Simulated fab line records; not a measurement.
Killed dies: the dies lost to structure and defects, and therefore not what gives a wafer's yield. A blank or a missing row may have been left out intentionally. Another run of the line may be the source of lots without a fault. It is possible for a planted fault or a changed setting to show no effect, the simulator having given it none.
Chamber matching | flow nand harc | rie diel-08 running NHARC_A_WL_FILL_STRIP_29: 4 sister chambers
The step strips in O2, time 20 s. 14 wafers are shown with their chamber, then 7 later ones without.

== WAFERS, EACH WITH ITS CHAMBER ==
wafer  | chamber | oes product au (a.u.) | throttle valve pct (%) | rf vpp V (V)
L730.1 | 1       | 0.976                 | 17.037                 | 58.1
L730.2 | 2       | 1.012                 | 17.039                 | 56.4
L730.5 | 3       | 0.998                 | 17.033                 | 60.3
L732.3 | 3       | 0.988                 | 17.040                 | 56.8
L732.5 | 2       | 1.010                 | 17.041                 | 58.0
L732.6 | 3       | 0.989                 | 17.038                 | 57.7
L741.1 | 2       | 1.000                 | 17.037                 | 56.9
L741.5 | 3       | 0.994                 | 17.042                 | 57.7
L741.6 | 0       | 1.005                 | 17.041                 | 57.7
L744.1 | 1       | 0.985                 | 17.038                 | 55.9
L744.4 | 0       | 1.002                 | 17.032                 | 57.6
L744.5 | 0       | 1.006                 | 17.035                 | 55.8
L746.1 | 3       | 0.990                 | 17.056                 | 58.4
L746.3 | 2       | 1.002                 | 17.019                 | 56.3

SIGNATURES, as means of the wafers listed above
reading            | chamber 0 | chamber 1 | chamber 2 | chamber 3 | scatter within a chamber
oes product au     | 1.00433   | 0.98050   | 1.00600   | 0.99180   | 0.00471
throttle valve pct | 17.03600  | 17.03750  | 17.03400  | 17.04180  | 0.00805
rf vpp V           | 57.033    | 57.000    | 56.900    | 58.180    | 1.16
Rule: for each reading, subtract the chamber's mean from the wafer's reading, divide by that reading's scatter and square the result; add these up over the readings and take the root, which gives the wafer's distance from the chamber. The wafer belongs to the nearest chamber; if the next one is less than 2 further off, it can't be placed. The scatter: the root of (the sum of the squares of (reading less its chamber's mean) over the shown wafers, divided by (wafers less chambers)).

== WAFERS WHOSE CHAMBER IS MISSING ==
wafer  | oes product au (a.u.) | throttle valve pct (%) | rf vpp V (V)
L746.4 | 0.999                 | 17.035                 | 56.7
L749.3 | 0.983                 | 17.028                 | 57.8
L749.4 | 1.006                 | 17.047                 | 59.4
L749.6 | 1.001                 | 17.029                 | 57.3
L750.1 | 0.977                 | 17.043                 | 57.6
L750.2 | 0.995                 | 17.020                 | 58.9
L750.6 | 1.003                 | 17.031                 | 57.9

== CHAMBER TAKEN BY EACH ==
wafer  | from the rows above               | in truth
L746.4 | can't be placed: 0 or 2 or 3      | 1
L749.3 | can't be placed: 1 or 3           | 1
L749.4 | can't be placed: 0 or 2 or 3      | 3
L749.6 | can't be placed: 0 or 2 or 3      | 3
L750.1 | 1                                 | 1
L750.2 | can't be placed: 3 or 0 or 2 or 1 | 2
L750.6 | can't be placed: 0 or 2 or 3      | 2
1 of 7 placed correctly. Can't be placed from these rows: 6 (the true chamber is among the candidates in 5). Placed wrongly: 0.
